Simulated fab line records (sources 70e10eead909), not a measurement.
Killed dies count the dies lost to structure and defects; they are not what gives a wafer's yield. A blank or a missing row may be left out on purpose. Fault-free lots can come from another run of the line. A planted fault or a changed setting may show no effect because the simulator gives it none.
The same fault as seen by 2 desks / flow nand-harc / only its own numbers are on each desk; what lay behind them is given at the end

## THE TOOL OWNER'S DESK: rie-diel-03
The tool's own readings at NHARC_A_BONDPAD_ETCH_12 (etches the open film in CHF3/O2, target depth 220 nm, time 110 s): means of the sampled wafers that have a number, for each lot that ran on this tool. The brackets show how far a lot's mean lies from the usual mean; more than 4 standard deviations puts the lot out of limits, marked OUT.
Columns: A = drypump-motor-current-A at NHARC_A_BONDPAD_ETCH_12, usual 5.6 A; B = oes-product-au at NHARC_A_BONDPAD_ETCH_12, usual 0.936 a.u.; C = rf-vpp-V at NHARC_A_BONDPAD_ETCH_12, usual 371.6 V; D = run-length-s at NHARC_A_BONDPAD_ETCH_12, usual 131.4 s; E = showerhead-plenum-p-Torr at NHARC_A_BONDPAD_ETCH_12, usual 2.45 Torr; F = throttle-valve-pct at NHARC_A_BONDPAD_ETCH_12, usual 20.572 %
lot=L516; first seen here=day 18 04:55; A=5.1; B=0.973; C=370.3; D=131.7; E=2.39; F=20.575
lot=L515; first seen here=day 18 05:28; A=5.5; B=0.950; C=371.4; D=131.4; E=2.45; F=20.572
lot=L521; first seen here=day 19 19:09; A=5.6; B=0.933; C=374.0; D=131.1; E=2.52; F=20.568
lot=L526; first seen here=day 20 06:35; A=5.5; B=0.961; C=371.5; D=105.6 (-74) OUT; E=2.45; F=20.564
lot=L525; first seen here=day 20 18:28; A=4.9; B=0.949; C=370.7; D=105.6 (-74) OUT; E=2.38; F=20.562
lot=L524; first seen here=day 21 04:57; A=5.4; B=0.945; C=371.4; D=105.5 (-74) OUT; E=2.45; F=20.577
lot=L538; first seen here=day 23 23:04; A=5.6; B=0.911; C=371.9; D=131.5; E=2.46; F=20.579
This desk finds L524, L525, L526 out of limits, L526 being first, at day 20 06:35 (run-length-s at NHARC_A_BONDPAD_ETCH_12). Within limits: L516, L515, L521, L538.

## THE DEFECT DESK
Lot by lot, what the route's inspections counted, given as the mean of those sampled wafers with a number. The brackets show how far a lot's mean lies from the usual mean; more than 4 standard deviations puts the lot out of limits, marked OUT.
Columns: A = raw-defect-count at NHARC_A_M0_INSPECT_27, usual 457; B = raw-defect-count at NHARC_A_M1_INSPECT_11, usual 32
lot=L516; first seen here=day 17 22:17; A=631; B=35
lot=L515; first seen here=day 17 22:53; A=372; B=24
lot=L517; first seen here=day 17 23:10; A=429; B=39
lot=L521; first seen here=day 19 12:44; A=421; B=15
lot=L526; first seen here=day 20 00:01; A=502; B=30
lot=L525; first seen here=day 20 11:32; A=641; B=34
lot=L524; first seen here=day 20 22:23; A=444; B=14
lot=L529; first seen here=day 21 18:36; A=367; B=46
lot=L533; first seen here=day 22 07:50; A=274; B=16
lot=L535; first seen here=day 22 08:13; A=359; B=37
lot=L538; first seen here=day 23 16:21; A=447; B=24
This desk found nothing out of limits on any of the 11 lots.

## BROUGHT TOGETHER
On L524, L525, L526, at day 20 06:35, an alarm was possible from the tool owner's desk.
The defect desk saw nothing out of limits.
The defect desk has L524, L525, L526 on record, within its limits.
NHARC_A_BONDPAD_ETCH_12 was run on rie-diel-03 by each of the lots named.

## WHAT THE SIMULATOR HAD INSERTED
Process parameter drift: rie-diel-03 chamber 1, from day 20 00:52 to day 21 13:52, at NHARC_A_BONDPAD_ETCH_12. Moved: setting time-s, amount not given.
Shown lots that were struck: L524, L525, L526.
How many hours passed from the start of the fault until each desk's first out-of-limits reading: the tool owner's desk, 6.
